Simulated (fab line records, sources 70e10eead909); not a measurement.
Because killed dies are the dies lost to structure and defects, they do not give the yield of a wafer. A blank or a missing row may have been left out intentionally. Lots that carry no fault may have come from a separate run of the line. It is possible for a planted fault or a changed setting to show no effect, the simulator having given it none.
Comparing a struck lot with a sound one -- flow nandHarc -- 13 out of 1302 route steps
Sound: wafers L250.3, L250.4, L250.5. Wafers struck: L252.1, L252.3, L252.5. The cause comes at the end.
Each step with rows lists, per side, the tool, then ch with its chambers, then its first start. Under that, the readings that differ: sound wafers -- struck wafers -- difference of the means -- sigmas: that difference in standard deviations of wafers without a fault.
alike: readings whose means differ by less than 2 such deviations, and words and numbers that are the same on both sides. not compared: withheld readings, readings that some wafer has no value for, bounds like >300 that may hide the same value, and numbers for which the record gives no deviation and whose values overlap.
A row with sigmas, a row that says differs or no value, or rows on one side alone: a step with any of these is where the two part. When numbers do not overlap yet have no deviation, they are printed without sigmas and do not part them. A reading that every wafer of one side lacks parts them only if that side has two wafers or more.

first, 1 step without rows for these wafers: NHARC_P_M0_SRD_25.
NHARC_P_M0_INSPECT_27:
  sound on defectInspect-02, day 9 23:25; struck on defectInspect-02, day 10 23:40
reading,sound,struck,difference,sigmas
rawDefectCount,604 231 372,192 162 269,-195,-2
NHARC_P_M0_PRE_CLEAN_31: time 12 s.
  sound on pecvd-02 ch 0,1,2, day 9 23:29; struck on pecvd-03 ch 1,2, day 10 23:44
  alike: heaterPowerW
NHARC_P_M0_DEP_32: deposits SiCN, target thk 30 nm.
  sound on pecvd-02 ch 0,1,2, day 9 23:34; struck on pecvd-03 ch 1,2, day 10 23:49
  alike: heaterPowerW
then, 7 steps without rows for these wafers: NHARC_P_M1_DEP_00 (deposits SiOC, target thk 182.5 nm); NHARC_P_M1_DEHYDRATE_01 (time 120 s); NHARC_P_M1_HMDS_02 (time 30 s); NHARC_P_M1_COAT_34 (time 65 s); NHARC_P_M1_COAT_03 (resist thk 90 nm); NHARC_P_M1_SOFTBAKE_04 (time 55 s); NHARC_P_M1_EBR_05.
NHARC_P_M1_EXPOSE_06: exposes mask P M1, target cd 130 nm.
  sound on arfiScanner-01 ch 0, day 10 00:34; struck on arfiScanner-03, day 11 00:47
  no value came back on the struck wafers for exposureDoseMJCm2, focusOffsetNm (nm), na; on the sound wafers exposureDoseMJCm2 reads 81.94 81.83 81.87
  alike: mask
then, 1 step without rows for these wafers: NHARC_P_M1_PEB_07 (peb time 65 s).

WHERE THEY PART
At NHARC_P_M0_INSPECT_27 first; at NHARC_P_M1_EXPOSE_06 last (within this record only).

WHY: the cause the simulator had injected
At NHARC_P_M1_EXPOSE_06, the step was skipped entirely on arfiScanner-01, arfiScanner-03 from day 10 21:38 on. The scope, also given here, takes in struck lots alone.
